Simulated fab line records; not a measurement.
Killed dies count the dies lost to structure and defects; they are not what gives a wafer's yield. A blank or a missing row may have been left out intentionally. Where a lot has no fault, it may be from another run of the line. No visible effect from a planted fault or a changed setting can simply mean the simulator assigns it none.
Chamber matching | flow n5_finfet | N5_BEOL_M6_ETCH_65 on rie_diel-01 has 4 sister chambers
The step etches SiARC in CF4, target depth 15.6 nm, time 26 s. 14 wafers are shown with their chamber, then 7 later ones without.

## WAFERS PAIRED WITH THEIR CHAMBERS
wafer  | chamber | drypump_motor_current_A (A) | throttle_valve_pct (%) | showerhead_plenum_p_Torr (Torr)
L076.1 | 1       | 6.1                         | 15.29                  | 2.17
L076.2 | 2       | 5.5                         | 15.40                  | 2.17
L076.5 | 1       | 6.1                         | 15.29                  | 2.17
L085.2 | 2       | 5.5                         | 15.42                  | 2.17
L085.4 | 3       | 5.7                         | 15.91                  | 2.29
L085.5 | 1       | 6.1                         | 15.32                  | 2.17
L086.1 | 1       | 6.1                         | 15.33                  | 2.16
L086.2 | 0       | 5.2                         | 15.66                  | 2.23
L086.6 | 0       | 5.2                         | 15.65                  | 2.23
L087.4 | 3       | 5.7                         | 15.92                  | 2.28
L087.5 | 3       | 5.7                         | 15.92                  | 2.28
L087.6 | 2       | 5.5                         | 15.44                  | 2.16
L091.2 | 0       | 5.2                         | 15.66                  | 2.23
L091.3 | 2       | 5.6                         | 15.44                  | 2.16

SIGNATURES (averages over the wafers above)
reading                  | chamber 0 | chamber 1 | chamber 2 | chamber 3 | scatter within a chamber
drypump_motor_current_A  | 5.200     | 6.100     | 5.525     | 5.700     | 0.0274
throttle_valve_pct       | 15.6567   | 15.3075   | 15.4250   | 15.9167   | 0.0158
showerhead_plenum_p_Torr | 2.2300    | 2.1675    | 2.1650    | 2.2833    | 0.00492
Rule: for each reading, subtract the chamber's mean from the wafer's reading, divide by that reading's scatter and square the result; add these up over the readings and take the root, which gives the wafer's distance from the chamber. If the next closest chamber is less than 2 further off than the closest, the wafer can't be placed; otherwise it belongs to the closest. The scatter: take each reading less its chamber's mean, square it, sum over the shown wafers, divide by the number of wafers less the number of chambers, and take the root.

## WAFERS MISSING THEIR CHAMBER
wafer  | drypump_motor_current_A (A) | throttle_valve_pct (%) | showerhead_plenum_p_Torr (Torr)
L091.4 | 5.7                         | 15.93                  | 2.28
L093.3 | 6.1                         | 15.38                  | 2.15
L093.5 | 5.5                         | 15.47                  | 2.15
L093.6 | 6.1                         | 15.39                  | 2.15
L097.1 | 5.1                         | 15.69                  | 2.22
L097.3 | 5.7                         | 15.98                  | 2.27
L097.6 | 6.1                         | 15.40                  | 2.15

## THE CHAMBER EACH PASSED THROUGH
wafer  | from the rows above | in truth
L091.4 | 3                   | 3
L093.3 | 1                   | 1
L093.5 | 2                   | 2
L093.6 | 1                   | 1
L097.1 | 0                   | 0
L097.3 | 3                   | 3
L097.6 | 1                   | 1
7 of 7 placed correctly. Left unplaced by these rows: 0. Placed wrongly: 0.
